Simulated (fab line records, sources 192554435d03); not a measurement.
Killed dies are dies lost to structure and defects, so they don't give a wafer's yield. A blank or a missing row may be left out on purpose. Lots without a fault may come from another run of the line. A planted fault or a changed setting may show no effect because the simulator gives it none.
fab line records | flow n5_finfet
record lots=7 wafers=21
route steps=1938 shown BEOL_M11@1546 BEOL_M12@1625 BEOL_M13@1694 BEOL_M14@1762 BEOL_M15@1773
start_h: hours from the record's first day to the start of the lot's first wafer shown | wait_h: hours since the lot's step before | " the same as in the row above | L1.1+2: a row that stands for several wafers | - no value, or no start given | * or withheld: withheld | < > ~ a bound
route shown NAME@n: a module of which the file shows steps, and the number in the route of the first | usual: mean/standard deviation of fault-free wafers | same: alike in all rows | chamber/n: place in a boat | sites: the reading at each site | _std_site: their standard deviation | _edge_site: outer sites' mean less inner sites' | radius_mm: how far each site lies from the wafer's centre | mask NAME#n: copy n | behind: the tool/chamber that last shaped the wafer | hold: why the lot was held/for how many hours/how that ended | device: the transistor (n, p or np) that didn't switch | end of line: the same wafers' tests at the end of the route | a step without rows: its recipe alone | killed: dies lost to structure and defects at the first sort, not the wafer's yield | map: a wafer's dies, x killed, . not, _ none there
set.NAME: the setting as run; set.NAME@STEP: as run at that earlier step | model.NAME: the simulator's own value behind a step, which no gauge read
lots whose settings were changed on purpose; a table a step, a row a wafer
## steps
# step N5_BEOL_M11_EXPOSE_08
# recipe mask_id=M11 na=1.35 source_shape=dipole sigma_inner=0.411 sigma_outer=0.611 polarization=te dose_mj=53.75
# columns lot.wafer tool chamber start_h wait_h mask set.dose_mj
L074.2+3 arfi_scanner-03 0 220.65 - M11#0 53.75
L074.6 " 0 " " M11#0 51.13
L075.1+4+6 arfi_scanner-01 0 229.55 - M11#0 53.75
L086.3+5 arfi_scanner-03 0 295.58 - M11#0 56.36
L086.6 " 0 " " M11#0 53.75
L088.2+6 arfi_scanner-03 0 303.93 - M11#0 53.75
L088.3 " 0 " " M11#0 52.49
L089.1 arfi_scanner-01 0 314.31 - M11#0 53.75
L089.4+6 " 0 " " M11#0 51.96
L096.1+6 arfi_scanner-02 0 353.82 - M11#0 57.57
L096.2 " 0 " " M11#0 53.75
L095.1+4 arfi_scanner-02 0 360.27 - M11#0 53.75
L095.3 " 0 " " M11#0 50.37
# step N5_BEOL_M11_PEB_09
# recipe peb_temp_c=withheld peb_time_s=60 resist=CAR-ArF
# step N5_BEOL_M11_DEVELOP_10
# recipe develop_time_s=30 developer=TMAH resist=CAR-ArF rinse_liquid=diw dry=air_spin dev_temp_c=23
# step N5_BEOL_M11_CD_MEAS_11
# recipe target_cd_nm=64.1 landing_energy_ev=500 detector=se_inlens polarity=opening
# usual cd_nm=64.3/0.53
# columns lot.wafer tool chamber start_h wait_h set.dose_mj@BEOL_M11_EXPOSE_08 cd_nm
L074.2 cd_sem-03 0 220.77 - 53.75 64.6
L074.3 " 0 " " 53.75 64.5
L074.6 " 0 " " 51.13 61.9
L075.1 cd_sem-01 0 229.67 - 53.75 64.2
L075.4 " 0 " " 53.75 64.0
L075.6 " 0 " " 53.75 63.6
L086.3 cd_sem-02 0 295.69 - 56.36 67.2
L086.5 " 0 " " 56.36 67.4
L086.6 " 0 " " 53.75 64.3
L088.2 cd_sem-03 0 304.05 - 53.75 64.3
L088.3 " 0 " " 52.49 63.5
L088.6 " 0 " " 53.75 65.1
L089.1 cd_sem-01 0 314.44 - 53.75 64.7
L089.4 " 0 " " 51.96 63.4
L089.6 " 0 " " 51.96 62.7
L096.1 cd_sem-02 0 353.94 - 57.57 68.2
L096.2 " 0 " " 53.75 64.4
L096.6 " 0 " " 57.57 68.2
L095.1 cd_sem-03 0 360.40 - 53.75 64.4
L095.3 " 0 " " 50.37 61.8
L095.4 " 0 " " 53.75 65.1
# step N5_BEOL_M11_DESCUM_16
# recipe chemistry=O2 time_s=7.9 source_power_w=50 bias_power_w=20 pressure_mtorr=20 rf_frequency_hz=2.712e+07 temp_c=40 resist=CAR-ArF o2_flow_sccm=225
# step N5_BEOL_M11_ETCH_61
# recipe chemistry=CF4 target=SiARC target_depth_a=390 mask_material=CAR-ArF time_s=65 ion_energy_ev=80 pressure_mtorr=40 source_w=545 bias_w=36 Ar_flow_sccm=100 cf4_flow_sccm=100 ends=cleared
# columns lot.wafer tool chamber start_h wait_h set.dose_mj@BEOL_M11_EXPOSE_08 model.BEOL_M11.cd_offset_nm
L074.2 rie_diel-04 2 221.26 0.0 53.75 0.4
L074.3 " 3 " " 53.75 0.2
L074.6 " 0 " " 51.13 -2.2
L075.1 rie_diel-05 2 229.80 0.0 53.75 0
L075.4 " 0 " " 53.75 -0.2
L075.6 " 2 " " 53.75 -1
L086.3 rie_diel-04 2 295.83 0.0 56.36 3.2
L086.5 " 2 " " 56.36 3.4
L086.6 " 1 " " 53.75 0.2
L088.2 rie_diel-02 3 304.17 0.0 53.75 0.2
L088.3 " 1 " " 52.49 -0.4
L088.6 " 2 " " 53.75 0.8
L089.1 rie_diel-02 3 314.56 0.0 53.75 0.4
L089.4 " 1 " " 51.96 -0.8
L089.6 " 1 " " 51.96 -1.6
L096.1+6 rie_diel-04 0,3 354.07 0.0 57.57 4.4
L096.2 " 2 " " 53.75 0
L095.1 rie_diel-02 0 360.52 0.0 53.75 0.2
L095.3 " 2 " " 50.37 -2.2
L095.4 " 1 " " 53.75 1.4
# step N5_BEOL_M11_ETCH_62
# recipe chemistry=N2/H2 target=SOC target_depth_a=1100 overetch_a=220 mask_material=SiARC temp_c=40 time_s=165 ion_energy_ev=200 pressure_mtorr=30 source_w=840 bias_w=150 n2_flow_sccm=200 h2_flow_sccm=200
# columns lot.wafer tool chamber start_h wait_h set.dose_mj@BEOL_M11_EXPOSE_08 model.BEOL_M11.cd_offset_nm
L074.2 rie_diel-04 2 221.31 0.0 53.75 0.2
L074.3 " 3 " " 53.75 0.6
L074.6 " 0 " " 51.13 -2.4
L075.1 rie_diel-05 2 229.85 0.0 53.75 -0.2
L075.4 " 0 " " 53.75 0
L075.6 " 2 " " 53.75 -1.4
L086.3 rie_diel-04 2 295.88 0.0 56.36 3.6
L086.5 " 2 " " 56.36 3.4
L086.6 " 1 " " 53.75 0.4
L088.2 rie_diel-02 3 304.22 0.0 53.75 0
L088.3 " 1 " " 52.49 -0.4
L088.6 " 2 " " 53.75 0.8
L089.1 rie_diel-02 3 314.61 0.0 53.75 0.2
L089.4 " 1 " " 51.96 -0.8
L089.6 " 1 " " 51.96 -1.8
L096.1 rie_diel-04 0 354.12 0.0 57.57 4.2
L096.2 " 2 " " 53.75 0
L096.6 " 3 " " 57.57 4.8
L095.1 rie_diel-02 0 360.57 0.0 53.75 0.4
L095.3 " 2 " " 50.37 -2.4
L095.4 " 1 " " 53.75 1.4
# step N5_BEOL_M11_STRIP_68
# recipe chemistry=N2/H2 temp_c=40 n2_flow_sccm=200 h2_flow_sccm=200 rf_frequency_hz=6e+07
# step N5_BEOL_M11_STRIP_67
# recipe chemistry=CF4 resist=SiARC power_w=300 bias_power_w=75 pressure_mtorr=50 cf4_flow_sccm=150 rf_frequency_hz=6e+07
# step N5_BEOL_M11_HM_OPEN_17
# recipe chemistry=Cl2/BCl3 target_depth_a=200 overetch_a=60 target=TiN mask_material=SOC ion_energy_ev=150 pressure_mtorr=10 icp_w=1000 bias_w=126 Cl2_flow_sccm=53.25 bcl3_flow_sccm=21.75 Ar_flow_sccm=25
# columns lot.wafer tool chamber start_h wait_h set.dose_mj@BEOL_M11_EXPOSE_08 model.BEOL_M11.cd_offset_nm
L074.2 rie_metal-03 1 221.50 0.0 53.75 0.4
L074.3 " 1 " " 53.75 0.6
L074.6 " 1 " " 51.13 -2.4
L075.1 rie_metal-01 0 230.03 0.0 53.75 0
L075.4 " 0 " " 53.75 0.2
L075.6 " 0 " " 53.75 -1.2
L086.3+5 rie_metal-01 0 296.10 0.1 56.36 3.6
L086.6 " 1 " " 53.75 0.2
L088.2 rie_metal-01 1 304.41 0.0 53.75 -0.2
L088.3 " 1 " " 52.49 -0.6
L088.6 " 1 " " 53.75 0.6
L089.1 rie_metal-03 1 314.80 0.0 53.75 0.2
L089.4 " 0 " " 51.96 -0.8
L089.6 " 0 " " 51.96 -1.8
L096.1 rie_metal-03 1 354.30 0.0 57.57 4.2
L096.2 " 0 " " 53.75 0
L096.6 " 0 " " 57.57 4.6
L095.1 rie_metal-03 1 360.76 0.0 53.75 0.4
L095.3 " 0 " " 50.37 -2.4
L095.4 " 1 " " 53.75 1.4
# step N5_BEOL_M11_STRIP_19
# recipe chemistry=O2 power_w=400 temp_c=40 pressure_mtorr=30 rf_frequency_hz=6e+07 bias_power_w=0 overash_fraction=0.2 o2_flow_sccm=225
# step N5_BEOL_M11_CD_MEAS_18
# recipe pitch_nm=140 target_cd_nm=70
# usual cd_nm=70.2/0.55
# columns lot.wafer tool chamber start_h wait_h set.dose_mj@BEOL_M11_EXPOSE_08 cd_nm
L074.2 cd_sem-01 - 221.68 0.1 53.75 70.2
L074.3 " - " " 53.75 70.9
L074.6 " - " " 51.13 67.6
L075.1 cd_sem-03 - 230.38 0.0 53.75 69.9
L075.4 " - " " 53.75 70.3
L075.6 " - " " 53.75 69.1
L086.3 cd_sem-02 - 296.25 0.1 56.36 73.6
L086.5 " - " " 56.36 73.5
L086.6 " - " " 53.75 70.3
L088.2 cd_sem-03 - 304.59 0.1 53.75 69.7
L088.3 " - " " 52.49 69.6
L088.6 " - " " 53.75 70.4
L089.1 cd_sem-01 - 314.98 0.0 53.75 70.2
L089.4 " - " " 51.96 68.8
L089.6 " - " " 51.96 68.4
L096.1 cd_sem-02 - 354.48 0.0 57.57 74.2
L096.2 " - " " 53.75 70.0
L096.6 " - " " 57.57 74.8
L095.1 cd_sem-01 - 360.97 0.0 53.75 70.3
L095.3 " - " " 50.37 67.4
L095.4 " - " " 53.75 71.8
# step N5_BEOL_M11_COAT_22
# recipe resist=CAR-ArF spin_rpm=1500 resist_thk_nm=90
# columns lot.wafer tool chamber start_h wait_h set.spin_rpm model.CAR-ArF_of_BEOL_M11_COAT_22.thk_nm
L074.2 litho_track-05 0 - - 1500 89.8
L074.3 " 0 " " 1400 93.2
L074.6 " 0 " " 1500 90
L075.1+6 litho_track-05 0 - - 1500 89.8
L075.4 " 0 " " 1500 90
L086.3 litho_track-05 0 - - 1568 88.2
L086.5 " 0 " " 1500 90.2
L086.6 " 0 " " 1500 90.6
L088.2 litho_track-03 0 - - 1500 90.2
L088.3 " 0 " " 1500 89.8
L088.6 " 0 " " 1500 90
L089.1 litho_track-03 0 - - 1500 89.8
L089.4 " 0 " " 1500 90.2
L089.6 " 0 " " 1392 93.2
L096.1 litho_track-05 0 - - 1564 88.4
L096.2+6 " 0 " " 1564 88.2
L095.1+3 litho_track-05 0 - - 1414 92.6
L095.4 " 0 " " 1500 90
# step N5_BEOL_M11_ETCH_66
# recipe chemistry=N2/H2 target=SOC target_depth_a=1200 overetch_a=240 mask_material=SiARC temp_c=40 time_s=180 ion_energy_ev=200 pressure_mtorr=30 source_w=840 bias_w=150 n2_flow_sccm=200 h2_flow_sccm=200
# columns lot.wafer tool chamber start_h wait_h set.time_s
L074.2 rie_diel-05 1 222.52 0.0 139.6
L074.3+6 " 2,1 " " 180
L075.1+4+6 rie_diel-05 0,1,3 235.53 0.0 180
L086.3 rie_diel-02 2 297.51 0.0 210.2
L086.5+6 " 0,1 " " 180
L088.2+3+6 rie_diel-05 2,3,3 306.09 0.0 180
L089.1+6 rie_diel-02 0,2 317.83 0.0 165
L089.4 " 3 " " 180
L096.1 rie_diel-02 3 356.57 0.0 180
L096.2+6 " 0,3 " " 157.2
L095.1 rie_diel-04 0 362.86 0.0 180
L095.3+4 " 2,3 " " 157.6
# step N5_BEOL_M11_STRIP_69
# recipe chemistry=N2/H2 temp_c=40 n2_flow_sccm=200 h2_flow_sccm=200 rf_frequency_hz=6e+07
# step N5_BEOL_M11_VIA_ETCH_34
# recipe chemistry=C4F6/O2 target=SiCOH_lowk target_depth_a=1845 mask_material=SOC taper_deg=4 time_s=69.2 ion_energy_ev=250 pressure_mtorr=30 source_w=345 bias_w=185 Ar_flow_sccm=300 C4F6_flow_sccm=10 O2_flow_sccm=10
# step N5_BEOL_M11_PRECLEAN_42
# recipe chemistry=residue_remover time_s=60 temp_c=40
# step N5_BEOL_M11_SRD_43
# recipe time_s=30 temp_c=23 rinse_liquid=diw dry=ipa_marangoni
# step N5_BEOL_M11_CD_MEAS_35
# recipe target_cd_nm=70 polarity=opening
# usual cd_nm=70.2/0.61
# columns lot.wafer tool chamber start_h wait_h set.dose_mj@BEOL_M11_EXPOSE_08 cd_nm
L074.2 cd_sem-03 - 223.08 0.0 53.75 70.1
L074.3 " - " " 53.75 70.7
L074.6 " - " " 51.13 67.1
L075.1 cd_sem-01 - 236.09 0.0 53.75 69.9
L075.4 " - " " 53.75 70.4
L075.6 " - " " 53.75 68.9
L086.3 cd_sem-03 - 298.09 0.0 56.36 74.0
L086.5 " - " " 56.36 73.8
L086.6 " - " " 53.75 70.1
L088.2 cd_sem-03 - 306.65 0.0 53.75 69.6
L088.3 " - " " 52.49 69.1
L088.6 " - " " 53.75 70.6
L089.1 cd_sem-01 - 318.39 0.0 53.75 70.7
L089.4 " - " " 51.96 69.1
L089.6 " - " " 51.96 68.0
L096.1 cd_sem-02 - 357.13 0.0 57.57 74.2
L096.2 " - " " 53.75 70.1
L096.6 " - " " 57.57 74.8
L095.1 cd_sem-01 - 363.42 0.0 53.75 70.6
L095.3 " - " " 50.37 67.7
L095.4 " - " " 53.75 71.4
# step N5_BEOL_M12_COAT_22
# recipe spin_rpm=2888 resist_thk_nm=300
# columns lot.wafer tool chamber start_h wait_h set.spin_rpm model.coat_of_BEOL_M12_COAT_22.thk_nm
L074.2 litho_track-05 0 - - 2888 301.2
L074.3 " 0 " " 3161 288
L074.6 " 0 " " 3161 287.2
L075.1+6 litho_track-02 0 - - 2888 301.6
L075.4 " 0 " " 2888 301.4
L086.3 litho_track-05 0 - - 2888 299.4
L086.5 " 0 " " 2888 300.6
L086.6 " 0 " " 2888 299.8
L088.2 litho_track-05 0 - - 2888 300
L088.3 " 0 " " 2888 301
L088.6 " 0 " " 3154 287
L089.1 litho_track-05 0 - - 2998 295.6
L089.4 " 0 " " 2998 294.6
L089.6 " 0 " " 2998 295.2
L096.1 litho_track-04 0 - - 2975 296
L096.2 " 0 " " 2975 296.4
L096.6 " 0 " " 2888 300
L095.1 litho_track-05 0 - - 2749 306
L095.3 " 0 " " 2749 306.8
L095.4 " 0 " " 2888 300
# step N5_BEOL_M13_ETCH_68
# recipe chemistry=N2/H2 target=SOC mask_material=SiARC source_w=3000 bias_w=350 temp_c=40 time_s=355 ion_energy_ev=200 pressure_mtorr=30 n2_flow_sccm=200 h2_flow_sccm=200
# columns lot.wafer tool chamber start_h wait_h set.time_s model.SiARC_of_BEOL_M13_COAT_66.thk_nm
L074.2 rie_diel-04 2 235.74 0.1 282.6 84.8
L074.3 " 0 " " 282.6 83.8
L074.6 " 3 " " 355 77.6
L075.1 rie_diel-05 1 246.36 0.1 355 77.6
L075.4 " 3 " " 355 77.8
L075.6 " 0 " " 355 76.8
L086.3 rie_diel-04 2 306.99 0.1 355 76.2
L086.5 " 1 " " 333.2 78
L086.6 " 2 " " 355 75.6
L088.2 rie_diel-02 3 317.38 0.1 355 78.4
L088.3 " 2 " " 355 78.2
L088.6 " 1 " " 355 77.4
L089.1 rie_diel-05 1 329.57 0.1 355 77.2
L089.4 " 1 " " 275.2 85
L089.6 " 2 " " 275.2 84.4
L096.1 rie_diel-02 3 366.97 0.1 355 78.2
L096.2 " 1 " " 355 76
L096.6 " 3 " " 355 77.6
L095.1 rie_diel-02 1 377.48 0.1 355 76.8
L095.3 " 3 " " 355 77.4
L095.4 " 2 " " 331 79.8
# step N5_BEOL_M13_SPUTTER_43
# recipe material=TaN target_thk_a=150 temp_c=50 bias_v=168.6 power_w=15000 chamber_pressure_pa=0.12 time_s=24.19
# columns lot.wafer tool chamber start_h wait_h set.time_s model.TaN_of_BEOL_M13_SPUTTER_43.thk_nm
L074.2+6 pvd_sputter-01 - 239.54 0.0 24.19 15
L074.3 " - " " 24.19 15.2
L075.1 pvd_sputter-01 - 249.05 0.0 24.19 15.2
L075.4 " - " " 24.19 15
L075.6 " - " " 24.19 14.8
L086.3+5 pvd_sputter-03 - 309.21 0.0 24.19 15.4
L086.6 " - " " 24.19 15.2
L088.2 pvd_sputter-02 - 318.50 0.0 24.19 15.2
L088.3+6 " - " " 26.6 16.6
L089.1 pvd_sputter-01 - 332.97 0.0 24.19 14.6
L089.4 " - " " 24.19 15
L089.6 " - " " 21.02 12.8
L096.1 pvd_sputter-01 - 372.08 0.0 24.19 14.8
L096.2 " - " " 25.74 16
L096.6 " - " " 24.19 15.2
L095.1+4 pvd_sputter-02 - 379.37 0.0 24.19 14.8
L095.3 " - " " 26.69 16.4
# step N5_BEOL_M14_SPUTTER_43
# recipe material=TaN target_thk_a=150 temp_c=50 bias_v=168.6 power_w=15000 chamber_pressure_pa=0.12 time_s=24.19
# columns lot.wafer tool chamber start_h wait_h set.power_w model.TaN_of_BEOL_M14_SPUTTER_43.thk_nm
L074.2+6 pvd_sputter-01 - 246.42 0.0 17450 17.2
L074.3 " - " " 17450 17.4
L075.1+6 pvd_sputter-01 - 258.43 0.0 15000 15.2
L075.4 " - " " 15000 15.4
L086.3 pvd_sputter-02 - 316.07 0.0 13310 13.4
L086.5+6 " - " " 15000 15
L088.2 pvd_sputter-01 - 325.53 0.0 15000 15
L088.3 " - " " 12940 13
L088.6 " - " " 12940 12.8
L089.1 pvd_sputter-01 - 341.34 0.0 15000 15
L089.4 " - " " 13940 14.2
L089.6 " - " " 15000 14.8
L096.1+2+6 pvd_sputter-03 - 378.18 0.0 16550 16.4
L095.1 pvd_sputter-03 - 383.58 0.0 13400 13.2
L095.3+4 " - " " 13400 13.4
# step N5_BEOL_M15_ILD_DEP_00
# recipe material=SiO2 target_thk_a=16293 temp_c=400 precursor=TEOS/O2 pressure_torr=6.5 rf_w=900 teos_flow_sccm=161.4 gas=O2 flow_sccm=2650 time_s=346.1
# columns lot.wafer tool chamber start_h wait_h set.time_s model.SiO2_of_BEOL_M15_ILD_DEP_00.thk_nm
L074.2 pecvd-02 0 247.68 0.0 346.1 1621
L074.3 " 2 " " 346.1 1610
L074.6 " 1 " " 346.1 1637
L075.1 pecvd-03 2 259.68 0.0 346.1 1616
L075.4 " 0 " " 346.1 1636
L075.6 " 1 " " 346.1 1641
L086.3 pecvd-04 0 317.66 0.0 317.7 1435
L086.5 " 0 " " 317.7 1449
L086.6 " 1 " " 346.1 1661
L088.2 pecvd-04 2 326.78 0.0 346.1 1614
L088.3 " 1 " " 346.1 1657
L088.6 " 1 " " 346.1 1673
L089.1 pecvd-03 1 342.59 0.0 346.1 1628
L089.4 " 0 " " 346.1 1626
L089.6 " 1 " " 378.9 1793
L096.1 pecvd-04 0 379.70 0.0 320.8 1478
L096.2 " 2 " " 346.1 1595
L096.6 " 2 " " 320.8 1518
L095.1 pecvd-04 1 385.10 0.0 346.1 1673
L095.3 " 2 " " 346.1 1628
L095.4 " 2 " " 346.1 1646
# step N5_BEOL_M15_THK_MEAS_01
# recipe reads=SiO2_of_BEOL_M15_ILD_DEP_00
# usual M15_ILD_THK=1623/24
# columns lot.wafer tool chamber start_h wait_h set.time_s@BEOL_M15_ILD_DEP_00 M15_ILD_THK[nm]
L074.2 film_metro-01 - 247.93 0.1 346.1 1621
L074.3 " - " " 346.1 1611
L074.6 " - " " 346.1 1638
L075.1 film_metro-01 - 259.93 0.1 346.1 1615
L075.4 " - " " 346.1 1637
L075.6 " - " " 346.1 1640
L086.3 film_metro-02 - 317.91 0.1 317.7 1435
L086.5 " - " " 317.7 1450
L086.6 " - " " 346.1 1662
L088.2 film_metro-01 - 327.03 0.1 346.1 1614
L088.3 " - " " 346.1 1657
L088.6 " - " " 346.1 1674
L089.1 film_metro-01 - 342.84 0.1 346.1 1629
L089.4 " - " " 346.1 1626
L089.6 " - " " 378.9 1794
L096.1 film_metro-02 - 379.95 0.1 320.8 1478
L096.2 " - " " 346.1 1594
L096.6 " - " " 320.8 1519
L095.1 film_metro-02 - 385.35 0.1 346.1 1673
L095.3 " - " " 346.1 1629
L095.4 " - " " 346.1 1646
# step N5_BEOL_M15_COAT_58
# recipe resist=BARC temp_c=205 time_s=60 spin_rpm=1500 resist_thk_nm=89
# step N5_BEOL_M15_COAT_04
# recipe spin_rpm=1704 resist_thk_nm=800
# step N5_BEOL_M15_DESCUM_15
# recipe chemistry=O2 time_s=7.9 source_power_w=50 bias_power_w=20 pressure_mtorr=20 rf_frequency_hz=2.712e+07 temp_c=40 o2_flow_sccm=225
# step N5_BEOL_M15_ETCH_59
# recipe chemistry=N2/H2 target=BARC target_depth_a=890 overetch_a=267 time_s=67.9 ion_energy_ev=200 pressure_mtorr=30 source_w=840 bias_w=150 n2_flow_sccm=200 h2_flow_sccm=200
# step N5_BEOL_M15_VIA_ETCH_16
# recipe chemistry=C4F8/O2/Ar target=SiO2 he_inner_torr=15 he_outer_torr=30 target_depth_a=17922 time_s=withheld ion_energy_ev=800 pressure_mtorr=20 source_w=1905 bias_w=2040 Ar_flow_sccm=400 C4F8_flow_sccm=16 O2_flow_sccm=12 ends=cleared
# columns lot.wafer tool chamber start_h wait_h set.time_s@BEOL_M15_ILD_DEP_00 model.etch.depth_nm model.coat_of_BEOL_M15_COAT_04.thk_nm
L074.2 rie_diel-05 1 248.53 0.0 * 1621 329
L074.3 " 2 " " * 1610 335.2
L074.6 " 3 " " * 1637 335.4
L075.1 rie_diel-04 0 260.57 0.0 * 1616 340.4
L075.4 " 1 " " * 1636 338.6
L075.6 " 1 " " * 1641 333.2
L086.3 rie_diel-02 0 318.54 0.0 * 1435 378.8
L086.5 " 2 " " * 1449 380.4
L086.6 " 1 " " * 1661 330.8
L088.2 rie_diel-02 2 327.51 0.0 * 1614 334.4
L088.3 " 3 " " * 1657 334.6
L088.6 " 3 " " * 1673 326.2
L089.1 rie_diel-02 2 343.32 0.0 * 1628 328.4
L089.4 " 1 " " * 1626 333.6
L089.6 " 2 " " * 1793 290
L096.1 rie_diel-02 3 380.43 0.0 * 1478 372
L096.2 " 1 " " * 1595 338.4
L096.6 " 3 " " * 1518 361
L095.1 rie_diel-05 2 386.10 0.0 * 1673 319.6
L095.3 " 0 " " * 1628 338
L095.4 " 3 " " * 1646 335
## key
split step=N5_BEOL_M11_EXPOSE_08 setting=dose_mj stated=53.75 by=wafer
response step=N5_BEOL_M11_CD_MEAS_11 reading=cd_nm change=+0.53 per=1% r=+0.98
response step=N5_BEOL_M11_ETCH_61 reading=model.BEOL_M11.cd_offset_nm change=+0.551 per=1% r=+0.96
response step=N5_BEOL_M11_ETCH_62 reading=model.BEOL_M11.cd_offset_nm change=+0.573 per=1% r=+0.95
response step=N5_BEOL_M11_HM_OPEN_17 reading=model.BEOL_M11.cd_offset_nm change=+0.582 per=1% r=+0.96
response step=N5_BEOL_M11_CD_MEAS_18 reading=cd_nm change=+0.6 per=1% r=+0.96
response step=N5_BEOL_M11_CD_MEAS_35 reading=cd_nm change=+0.623 per=1% r=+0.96
split step=N5_BEOL_M11_COAT_22 setting=spin_rpm stated=1500 by=wafer
response step=N5_BEOL_M11_COAT_22 reading=model.CAR-ArF_of_BEOL_M11_COAT_22.thk_nm change=-0.467 per=1% r=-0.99
split step=N5_BEOL_M11_ETCH_66 setting=time_s stated=180 by=wafer
response none clear
split step=N5_BEOL_M12_COAT_22 setting=spin_rpm stated=2888 by=wafer
response step=N5_BEOL_M12_COAT_22 reading=model.coat_of_BEOL_M12_COAT_22.thk_nm change=-1.43 per=1% r=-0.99
split step=N5_BEOL_M13_ETCH_68 setting=time_s stated=355 by=wafer
response step=N5_BEOL_M13_ETCH_68 reading=model.SiARC_of_BEOL_M13_COAT_66.thk_nm change=-0.335 per=1% r=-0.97
split step=N5_BEOL_M13_SPUTTER_43 setting=time_s stated=24.19 by=wafer
response step=N5_BEOL_M13_SPUTTER_43 reading=model.TaN_of_BEOL_M13_SPUTTER_43.thk_nm change=+0.151 per=1% r=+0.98
split step=N5_BEOL_M14_SPUTTER_43 setting=power_w stated=15000 by=wafer
response step=N5_BEOL_M14_SPUTTER_43 reading=model.TaN_of_BEOL_M14_SPUTTER_43.thk_nm change=+0.142 per=1% r=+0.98
split step=N5_BEOL_M15_ILD_DEP_00 setting=time_s stated=346.1 by=wafer
response step=N5_BEOL_M15_ILD_DEP_00 reading=model.SiO2_of_BEOL_M15_ILD_DEP_00.thk_nm change=+19.4 per=1% r=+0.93
response step=N5_BEOL_M15_THK_MEAS_01 reading=M15_ILD_THK change=+19.4 per=1% r=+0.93
response step=N5_BEOL_M15_VIA_ETCH_16 reading=model.etch.depth_nm change=+19.4 per=1% r=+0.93
response step=N5_BEOL_M15_VIA_ETCH_16 reading=model.coat_of_BEOL_M15_COAT_04.thk_nm change=-4.72 per=1% r=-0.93
